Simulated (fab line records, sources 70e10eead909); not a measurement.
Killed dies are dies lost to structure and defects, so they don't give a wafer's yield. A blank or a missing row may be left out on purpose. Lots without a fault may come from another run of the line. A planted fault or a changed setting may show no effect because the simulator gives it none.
One fault seen from 3 desks | flow nand_harc | each desk has only its own numbers; what lay behind them comes last

THE DEFECT DESK
What the inspections along the route counted, lot by lot: means of the sampled wafers that have a number. A lot is out of limits, marked OUT, if its mean lies more than 4 standard deviations from the usual mean; the brackets give that distance.
Columns: A = raw_defect_count at NHARC_A_ONON_D1_INSPECT_32, usual 71
lot  | first seen here | A
L228 | day 8 06:27     | 84
L229 | day 8 17:34     | 58
L235 | day 11 12:44    | 55
L236 | day 12 00:08    | 71
L242 | day 14 05:53    | 84
L244 | day 14 14:46    | 66
L246 | day 15 20:12    | 64
L247 | day 16 12:16    | 47
L248 | day 16 12:16    | 82
L249 | day 17 02:28    | 60
L250 | day 17 18:52    | 65
L251 | day 17 18:52    | 53
This desk's finding: nothing out of limits on any of the 12 lots.

THE METROLOGY DESK
What the gauges read, lot by lot, whatever tool the lot ran on: means of the sampled wafers that have a number. A lot is out of limits, marked OUT, if its mean lies more than 4 standard deviations from the usual mean; the brackets give that distance.
Columns: A = thk_nm at NHARC_A_ONON_D1_THK_MEAS_34, usual 200.3 nm
lot  | first seen here | A
L228 | day 8 06:22     | 201.8
L229 | day 8 17:31     | 201.4
L235 | day 11 12:41    | 200.8
L236 | day 12 00:05    | 202.2
L242 | day 14 05:50    | 200.5
L244 | day 14 14:40    | 199.2
L246 | day 15 20:07    | 203.6
L247 | day 16 12:12    | 198.8
L248 | day 16 12:12    | 198.4
L249 | day 17 02:24    | 201.3
L250 | day 17 18:49    | 201.0
L251 | day 17 18:49    | 198.5
This desk's finding: nothing out of limits on any of the 12 lots.

THE TOOL OWNER'S DESK: rie_diel-02
The tool's own readings at NHARC_A_CHANNEL_HOLE_D1_ETCH_39 (etches the open film in N2/H2, target depth 260 nm, time 325 s): means of the sampled wafers that have a number, for each lot that ran on this tool. A lot is out of limits, marked OUT, if its mean lies more than 4 standard deviations from the usual mean; the brackets give that distance.
Columns: A = drypump_motor_current_A at NHARC_A_CHANNEL_HOLE_D1_ETCH_39, usual 5.7 A; B = n2_flow_sccm at NHARC_A_CHANNEL_HOLE_D1_ETCH_39, usual 149.9 sccm; C = oes_product_au at NHARC_A_CHANNEL_HOLE_D1_ETCH_39, usual 0.999 a.u.; D = rf_fwd_power_W at NHARC_A_CHANNEL_HOLE_D1_ETCH_39, usual 399.1 W; E = rf_vpp_V at NHARC_A_CHANNEL_HOLE_D1_ETCH_39, usual 429.3 V; F = showerhead_plenum_p_Torr at NHARC_A_CHANNEL_HOLE_D1_ETCH_39, usual 2.00 Torr; G = throttle_valve_pct at NHARC_A_CHANNEL_HOLE_D1_ETCH_39, usual 14.171 %
lot  | first seen here | A   | B     | C               | D     | E     | F    | G
L228 | day 8 10:35     | 5.0 | 150.3 | 1.008           | 399.7 | 426.9 | 1.91 | 14.175
L235 | day 11 15:42    | 5.8 | 149.9 | 0.890 (-14) OUT | 398.4 | 430.4 | 2.03 | 14.166
L236 | day 12 03:07    | 5.4 | 150.0 | 0.889 (-14) OUT | 398.2 | 428.3 | 1.99 | 14.177
L244 | day 14 18:16    | 5.5 | 149.6 | 0.998           | 399.5 | 429.4 | 1.99 | 14.185
L246 | day 16 01:47    | 5.3 | 150.3 | 0.997           | 398.8 | 428.3 | 1.98 | 14.165
L247 | day 16 15:25    | 5.7 | 150.3 | 0.990           | 399.0 | 429.0 | 1.96 | 14.173
L249 | day 17 05:25    | 5.7 | 149.7 | 1.002           | 398.3 | 430.5 | 2.01 | 14.169
L251 | day 17 23:39    | 5.7 | 150.2 | 0.997           | 398.5 | 429.0 | 2.01 | 14.169
This desk's finding: out of limits on L235, L236; first on L235, day 11 15:42 (oes_product_au at NHARC_A_CHANNEL_HOLE_D1_ETCH_39). In limits: L228, L244, L246, L247, L249, L251.

PUT TOGETHER
The tool owner's desk could have raised an alarm at day 11 15:42, on L235, L236.
The defect desk saw nothing out of limits.
The metrology desk saw nothing out of limits.
The defect desk has L235, L236 on record, within its limits.
The metrology desk has L235, L236 on record, within its limits.
Of the lots named, all ran NHARC_A_CHANNEL_HOLE_D1_ETCH_39 on rie_diel-02.

WHAT THE SIMULATOR HAD PUT IN
Process parameter drift: rie_diel-02, from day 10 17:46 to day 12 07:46, at NHARC_A_CHANNEL_HOLE_D1_ETCH_39. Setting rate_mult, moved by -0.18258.
Lots struck among those shown: L235, L236.
Hours from the fault's start to each desk's first reading out of limits: the tool owner's desk, 22.
